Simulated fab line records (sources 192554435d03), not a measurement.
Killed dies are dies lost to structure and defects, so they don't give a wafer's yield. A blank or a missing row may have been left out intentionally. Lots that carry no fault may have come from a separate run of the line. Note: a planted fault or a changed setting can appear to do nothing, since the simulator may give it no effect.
Split-lot study + flow n5_finfet + on a route of 1938 steps: 7 lots, 39 wafers read

## THE SPLIT ITSELF
At N5_DUMMY_GATE_CVD_03 (deposits a-Si from SiH4, target thk 150 nm, time 8042 s), the setting target_thk_a was moved away from the recipe's 1500 angstrom on 24 of the 39 wafers read, by -53.5% to +52.6%. This setting was run at the recipe's value on the other wafers.

The split's own step is where the reading is taken.

## THE READING
a-Si_of_DUMMY_GATE_CVD_03.thk_nm (the simulator's own value, which no gauge read), in nm, at N5_DUMMY_GATE_CVD_03 (deposits a-Si from SiH4, target thk 150 nm, time 8042 s). No usual value for it is given in the file. The 15 wafers here that ran the recipe average 150.3 nm, standard deviation 0.67 nm.

| wafer  | tool, chamber at the split | target_thk_a as run, angstrom | against the recipe | a-Si_of_DUMMY_GATE_CVD_03.thk_nm, nm | against lot-mates on the recipe |
|--------|----------------------------|-------------------------------|--------------------|--------------------------------------|---------------------------------|
| L083.1 | -, -                       | 1500                          | recipe             | 149.4                                | -                               |
| L083.2 | -, -                       | 1500                          | recipe             | 150.8                                | -                               |
| L083.6 | -, -                       | 1500                          | recipe             | 150.8                                | -                               |
| L083.3 | -, -                       | 1500                          | recipe             | 151                                  | -                               |
| L083.4 | -, -                       | 1500                          | recipe             | 149.8                                | -                               |
| L083.5 | -, -                       | 1500                          | recipe             | 150.6                                | -                               |
| L087.1 | lpcvd-01, 0/90             | 1500                          | recipe             | 150.2                                | -                               |
| L087.3 | lpcvd-01, 0/100            | 1500                          | recipe             | 149.4                                | -                               |
| L087.4 | lpcvd-01, 0/104            | 1500                          | recipe             | 149.2                                | -                               |
| L089.1 | -, -                       | 2289                          | +52.6%             | 228.2                                | no lot-mate on the recipe       |
| L089.2 | -, -                       | 2289                          | +52.6%             | 229.2                                | no lot-mate on the recipe       |
| L089.3 | -, -                       | 2289                          | +52.6%             | 227.2                                | no lot-mate on the recipe       |
| L089.4 | -, -                       | 2289                          | +52.6%             | 228                                  | no lot-mate on the recipe       |
| L089.6 | -, -                       | 2289                          | +52.6%             | 228                                  | no lot-mate on the recipe       |
| L089.5 | -, -                       | 2289                          | +52.6%             | 227.6                                | no lot-mate on the recipe       |
| L091.1 | -, -                       | 697.2                         | -53.5%             | 70.8                                 | no lot-mate on the recipe       |
| L091.3 | -, -                       | 697.2                         | -53.5%             | 70.8                                 | no lot-mate on the recipe       |
| L091.5 | -, -                       | 697.2                         | -53.5%             | 70.8                                 | no lot-mate on the recipe       |
| L091.2 | -, -                       | 697.2                         | -53.5%             | 70.6                                 | no lot-mate on the recipe       |
| L091.4 | -, -                       | 697.2                         | -53.5%             | 71.6                                 | no lot-mate on the recipe       |
| L091.6 | -, -                       | 697.2                         | -53.5%             | 71.2                                 | no lot-mate on the recipe       |
| L092.1 | -, -                       | 1780                          | +18.7%             | 177.4                                | no lot-mate on the recipe       |
| L092.2 | -, -                       | 1780                          | +18.7%             | 177.4                                | no lot-mate on the recipe       |
| L092.6 | -, -                       | 1780                          | +18.7%             | 177.4                                | no lot-mate on the recipe       |
| L092.3 | -, -                       | 1780                          | +18.7%             | 175.2                                | no lot-mate on the recipe       |
| L092.4 | -, -                       | 1780                          | +18.7%             | 175.6                                | no lot-mate on the recipe       |
| L092.5 | -, -                       | 1780                          | +18.7%             | 176                                  | no lot-mate on the recipe       |
| L094.1 | -, -                       | 797.2                         | -46.9%             | 80                                   | no lot-mate on the recipe       |
| L094.2 | -, -                       | 797.2                         | -46.9%             | 80.2                                 | no lot-mate on the recipe       |
| L094.3 | -, -                       | 797.2                         | -46.9%             | 80.8                                 | no lot-mate on the recipe       |
| L094.5 | -, -                       | 797.2                         | -46.9%             | 80.8                                 | no lot-mate on the recipe       |
| L094.4 | -, -                       | 797.2                         | -46.9%             | 81.4                                 | no lot-mate on the recipe       |
| L094.6 | -, -                       | 797.2                         | -46.9%             | 81.4                                 | no lot-mate on the recipe       |
| L095.1 | -, -                       | 1500                          | recipe             | 151.6                                | -                               |
| L095.2 | -, -                       | 1500                          | recipe             | 149.8                                | -                               |
| L095.3 | -, -                       | 1500                          | recipe             | 150.8                                | -                               |
| L095.4 | -, -                       | 1500                          | recipe             | 150.8                                | -                               |
| L095.5 | -, -                       | 1500                          | recipe             | 150.6                                | -                               |
| L095.6 | -, -                       | 1500                          | recipe             | 150                                  | -                               |

FIT RESULTS
A straight line over all 39 wafers: a-Si_of_DUMMY_GATE_CVD_03.thk_nm changes by +1.48 nm for each +1% of target_thk_a; r = +1.00; the points scatter about the line by 0.83 nm.
Too few moved wafers with a lot-mate on the recipe to fit a line net of each lot's own level.

## THE WHOLE CHAIN: every reading that the file lists as answering this split, in the file's order
| step                 | what it does                                            | reading                                                                           | change (the file's fit)              | r (the file's) |
|----------------------|---------------------------------------------------------|-----------------------------------------------------------------------------------|--------------------------------------|----------------|
| N5_DUMMY_GATE_CVD_03 | deposits a-Si from SiH4, target thk 150 nm, time 8042 s | a-Si_of_DUMMY_GATE_CVD_03.thk_nm (the simulator's own value, which no gauge read) | +1.48 nm for each +1% of the setting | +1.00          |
| N5_DUMMY_GATE_CMP_04 | polishes a-Si                                           | time_to_endpoint_s                                                                | withheld for each +1% of the setting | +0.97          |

## THE FILE'S OWN FIT
a-Si_of_DUMMY_GATE_CVD_03.thk_nm changes by +1.48 nm for each +1% of target_thk_a, r = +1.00.
